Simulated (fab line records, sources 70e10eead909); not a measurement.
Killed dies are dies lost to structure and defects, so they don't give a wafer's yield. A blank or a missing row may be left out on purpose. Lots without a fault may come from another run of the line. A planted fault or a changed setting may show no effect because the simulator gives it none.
Chamber matching | flow nand_harc | NHARC_P_M0_DEP_32 on pecvd-04: 3 sister chambers
The step deposits SiCN, target thk 30 nm. 5 wafers are shown with their chamber, then 8 later ones without.

WAFERS WITH THEIR CHAMBER
wafer  | chamber | heater_power_w (W) | susceptor_temp_C (C)
L074.3 | 1       | 513                | 370.14
L082.2 | 2       | 555                | 369.75
L082.4 | 2       | 547                | 370.11
L083.5 | 0       | 504                | 370.25
L087.1 | 0       | 510                | 370.15

WAFERS WITHOUT THEIR CHAMBER
wafer  | heater_power_w (W) | susceptor_temp_C (C)
L087.3 | 479                | 370.22
L087.5 | 513                | 369.97
L088.3 | 497                | 369.61
L088.4 | 490                | 369.87
L088.6 | 502                | 370.24
L091.2 | 410                | 370.47
L091.3 | 490                | 370.11
L091.6 | 672                | 370.07

WHICH CHAMBER EACH WENT THROUGH
wafer  | from the rows above     | in truth
L087.3 | can't be placed: 0 or 1 | 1
L087.5 | can't be placed: 1 or 0 | 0
L088.3 | can't be placed: 0 or 1 | 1
L088.4 | can't be placed: 0 or 1 | 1
L088.6 | can't be placed: 0 or 1 | 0
L091.2 | can't be placed: 0 or 1 | 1
L091.3 | can't be placed: 0 or 1 | 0
L091.6 | 2                       | 2
Placed correctly: 1 of 8. Can't be placed from these rows: 7 (the true chamber is among the candidates in 7). Placed wrongly: 0.
How it was worked out, from the rows above alone: a wafer's distance from a chamber is the root of the sum, over the readings, of the square of ((its reading less the chamber's mean) divided by the reading's scatter). The wafer belongs to the nearest chamber; if the next one is less than 2 further off, it can't be placed. A chamber's mean is the mean of its shown wafers. The scatter: the root of (the sum of the squares of (reading less its chamber's mean) over the shown wafers, divided by (wafers less chambers)).
